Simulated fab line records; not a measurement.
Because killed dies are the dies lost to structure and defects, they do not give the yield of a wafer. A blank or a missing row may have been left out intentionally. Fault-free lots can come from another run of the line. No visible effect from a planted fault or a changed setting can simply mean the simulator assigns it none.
Which tool is to blame?	flow n5 finfet	Sampling: 9 lots, 27 wafers, 5 of 1938 route steps

== WHAT EACH GAUGE READ, for each wafer ==
N5_DUMMY_REMOVAL_INSPECT_06: inspects for defects (brightfield). Usual: raw defect count 13, standard deviation 5.6.
lot	measured	on	raw defect count	flag
L149	day 4 06:52	defect inspect-01	13 15 11	
L151	day 4 21:55	defect inspect-01	14 23 12	
L152	day 4 22:55	defect inspect-01	8 4 7	
L153	day 5 05:44	defect inspect-01	12 8 9	
L155	day 5 20:52	defect inspect-01	24 9 17	
L157	day 6 09:32	defect inspect-02	11 28 27	
L164	day 7 22:47	defect inspect-02	16 6 16	
L169	day 9 03:28	defect inspect-02	8 14 9	
L171	day 9 14:59	defect inspect-01	11 20 9	

N5_BEOL_M4_RC_MEAS_101. Usual: DIBL_N 36.3 mV/V, standard deviation 1.6; DIBL_P 36.4 mV/V, standard deviation 2.1; IOFF_N 0.16 nA/um, standard deviation 0.032; IOFF_P 0.22 nA/um, standard deviation 0.044; ION_N 675 uA/um, standard deviation 12; ION_P 463 uA/um, standard deviation 8.3; SS_N 71.6 mV/dec, standard deviation 0.64; SS_P 73.3 mV/dec, standard deviation 0.67; VT_N 250 mV, standard deviation 3.3; VT_P -250 mV, standard deviation 3.7.
lot	measured	on	DIBL_N (mV/V)	DIBL_P (mV/V)	IOFF_N (nA/um)	IOFF_P (nA/um)	ION_N (uA/um)	ION_P (uA/um)	SS_N (mV/dec)	SS_P (mV/dec)	VT_N (mV)	VT_P (mV)	flag
L149	day 10 11:23	prober-01	33.7 33.8 35.0	33.5 33.5 35.4	0.13 0.12 0.15	0.19 0.19 0.22	671 659 664	471 464 463	71.2 71.0 71.5	72.6 73.0 72.8	252 254 250	-249 -249 -251	
L151	day 10 10:26	prober-02	38.8 35.0 36.4	38.2 33.1 35.1	0.18 0.12 0.15	0.23 0.16 0.20	684 666 686	466 455 464	71.7 70.6 71.9	73.9 73.1 73.5	252 256 251	-247 -255 -251	
L152	day 10 02:59	prober-01	36.7 36.5 37.5	36.5 36.4 37.5	0.17 0.16 0.18	0.22 0.20 0.22	675 664 682	470 455 469	71.0 71.4 72.1	73.9 72.9 74.1	248 251 248	-249 -251 -248	
L153	day 10 16:30	prober-02	36.3 35.1 37.4	35.5 33.6 36.4	0.15 0.13 0.18	0.19 0.17 0.21	674 667 694	463 462 471	70.6 70.5 71.2	73.7 73.0 72.5	251 250 246	-251 -252 -254	
L155	day 11 12:28	prober-01	36.8 36.9 37.2	38.9 38.7 40.1	0.19 0.19 0.20	0.26 0.26 0.27	690 682 696	472 471 482	71.3 71.8 71.9	74.1 73.6 74.9	249 249 248	-248 -248 -247	
L157	day 11 17:00	prober-02	35.4 37.9 36.7	35.7 38.7 37.3	0.15 0.21 0.18	0.18 0.23 0.20	665 697 674	457 468 454	71.2 71.7 71.2	72.8 74.1 73.0	251 246 249	-254 -250 -251	
L164	day 13 21:56	prober-02	36.4 34.7 35.0	36.7 33.9 33.9	0.16 0.13 0.14	0.23 0.19 0.20	685 669 676	475 460 463	71.0 70.9 71.5	73.9 72.7 72.5	249 251 251	-249 -249 -248	
L169	day 15 14:51	prober-02	35.6 34.9 36.8	35.1 34.2 35.7	0.12 0.12 0.14	0.18 0.17 0.19	648 672 667	450 464 461	71.4 70.7 70.9	73.4 73.2 72.4	255 254 252	-253 -251 -253	
L171	day 16 21:25	prober-01	35.7 37.1 35.8	34.9 36.6 35.0	0.15 0.17 0.15	0.21 0.23 0.21	665 670 680	459 462 463	71.9 72.6 72.4	72.9 73.0 72.9	250 248 253	-250 -248 -251	

== TOOL THAT RAN EACH LOT (tool first, then ch and the chambers of the sampled wafers, then the start) ==
lot	N5_DUMMY_REMOVAL_STRIP_10	N5_HKMG_FIN_STRIP_57	N5_HKMG_FIN_ALD_79
L149	rie diel-04 ch 0,1,3, day 4 06:41	rie diel-02 ch 0,2, day 4 09:15	ald metal-01 ch 1,2,3, day 4 10:20
L151	rie diel-04 ch 0,1, day 4 21:45	rie diel-02 ch 0,1,3, day 4 23:35	ald metal-04 ch 0,3, day 5 00:40
L152	rie diel-01 ch 0,1,3, day 4 22:45	rie diel-06 ch 1,2,3, day 5 00:46	ald metal-02 ch 1,3, day 5 01:52
L153	rie diel-01 ch 0,2, day 5 05:34	rie diel-02 ch 0,1,2, day 5 07:47	ald metal-02 ch 0,1,2, day 5 08:59
L155	rie diel-04 ch 1,3, day 5 20:43	rie diel-03 ch 1,2,3, day 5 22:40	ald metal-02 ch 0,1,2, day 5 23:44
L157	rie diel-05 ch 0,1,3, day 6 09:23	rie diel-02 ch 2,3, day 6 11:39	ald metal-01 ch 0,1, day 6 12:44
L164	rie diel-04 ch 1,2, day 7 22:37	rie diel-03 ch 1,2,3, day 8 00:27	ald metal-04 ch 0,1,2, day 8 01:32
L169	rie diel-04 ch 0,2,3, day 9 03:18	rie diel-03 ch 1,2,3, day 9 05:12	ald metal-01 ch 1,2,3, day 9 06:17
L171	rie diel-04 ch 0,3, day 9 14:49	rie diel-02 ch 1,2, day 9 16:32	ald metal-04 ch 0,1, day 9 17:38
- N5_DUMMY_REMOVAL_STRIP_10: strips in N2/H2, time 40 s.
- N5_HKMG_FIN_STRIP_57: strips in CF4.
- N5_HKMG_FIN_ALD_79: deposits TiN, target thk 1.5 nm, pulse time 1 s, purge time 3 s.

== AS READ BY THE TOOLS THEMSELVES (means over the sampled wafers that have a number; for cases with no such wafer, the mark the record gives instead) ==
N5_DUMMY_REMOVAL_STRIP_10. Usual: drypump motor current A 5.7 A, standard deviation 0.42; oes product au 0.79 a.u., standard deviation 0.085; rf vpp V 45.3 V, standard deviation 0.88; showerhead plenum p Torr 3.37 Torr, standard deviation 0.1; temp c 40.01 C, standard deviation 0.096; throttle valve pct 12.27 %, standard deviation 0.28.
lot	tool	drypump motor current A (A)	oes product au (a.u.)	rf vpp V (V)	showerhead plenum p Torr (Torr)	temp c (C)	throttle valve pct (%)	flag
L149	rie diel-04	5.8	0.79	45.4	3.35	40.05	12.37	
L151	rie diel-04	5.8	0.85	45.4	3.33	40.10	12.20	
L152	rie diel-01	6.2	0.82	45.0	3.43	40.05	12.30	
L153	rie diel-01	5.8	0.77	45.2	3.48	39.88	12.49	
L155	rie diel-04	5.9	0.78	45.1	3.34	40.01	12.42	
L157	rie diel-05	5.2	0.85	44.8	3.47	40.01	12.23	
L164	rie diel-04	5.6	0.84	45.8	3.27	39.97	12.07	
L169	rie diel-04	5.7	0.72	44.6	3.31	40.05	12.41	
L171	rie diel-04	5.8	0.70	46.0	3.35	40.06	12.64	

N5_HKMG_FIN_STRIP_57. Usual: drypump motor current A 5.8 A, standard deviation 0.5; oes product au 0.73 a.u., standard deviation 0.057; rf vpp V 271.1 V, standard deviation 1.6; showerhead plenum p Torr 1.79 Torr, standard deviation 0.061; throttle valve pct 13.65 %, standard deviation 0.24.
lot	tool	drypump motor current A (A)	oes product au (a.u.)	rf vpp V (V)	showerhead plenum p Torr (Torr)	throttle valve pct (%)	flag
L149	rie diel-02	5.5	0.70	271.3	1.76	13.59	
L151	rie diel-02	6.0	0.72	269.3	1.73	13.54	
L152	rie diel-06	6.1	0.71	272.9	1.86	13.63	
L153	rie diel-02	5.6	0.70	270.7	1.75	13.67	
L155	rie diel-03	5.9	0.73	270.6	1.77	13.70	
L157	rie diel-02	5.6	0.70	269.5	1.77	13.63	
L164	rie diel-03	5.9	0.73	270.3	1.77	13.74	
L169	rie diel-03	5.9	0.72	270.1	1.76	13.76	
L171	rie diel-02	5.3	0.69	270.5	1.78	13.86	

N5_HKMG_FIN_ALD_79. Usual: heater power w 874 W, standard deviation 92; precursor pulse height rel 1.001, standard deviation 0.019; susceptor temp C 400.01 C, standard deviation 0.21.
lot	tool	heater power w (W)	precursor pulse height rel	susceptor temp C (C)	flag
L149	ald metal-01	835	0.991	399.84	
L151	ald metal-04	962	1.010	399.93	
L152	ald metal-02	875	0.996	400.00	
L153	ald metal-02	897	1.000	399.76	
L155	ald metal-02	896	1.004	400.02	
L157	ald metal-01	826	0.999	400.05	
L164	ald metal-04	874	0.998	399.95	
L169	ald metal-01	841	0.992	399.94	
L171	ald metal-04	872	1.006	400.20	

== THE ANSWER, worked out from the rows above alone ==
Rule: a lot is off if the mean of its wafers that have a number lies more than 3 standard deviations from the usual mean. A lot without any number at a reading at which 4 lots or more have one is off too. Where the step has rows for the other lots, those lots are counted as sound. After the gauges, taken in route order, come the tools' own readings; for these a lot's mean is taken, as printed above. The first step at which some lot is off is used, and at that step the reading that is off furthest; a lot without a number counts as furthest.
No lot is off on any of the readings shown, so nothing can be concluded from this.

== WHAT THE SIMULATOR PUT IN ==
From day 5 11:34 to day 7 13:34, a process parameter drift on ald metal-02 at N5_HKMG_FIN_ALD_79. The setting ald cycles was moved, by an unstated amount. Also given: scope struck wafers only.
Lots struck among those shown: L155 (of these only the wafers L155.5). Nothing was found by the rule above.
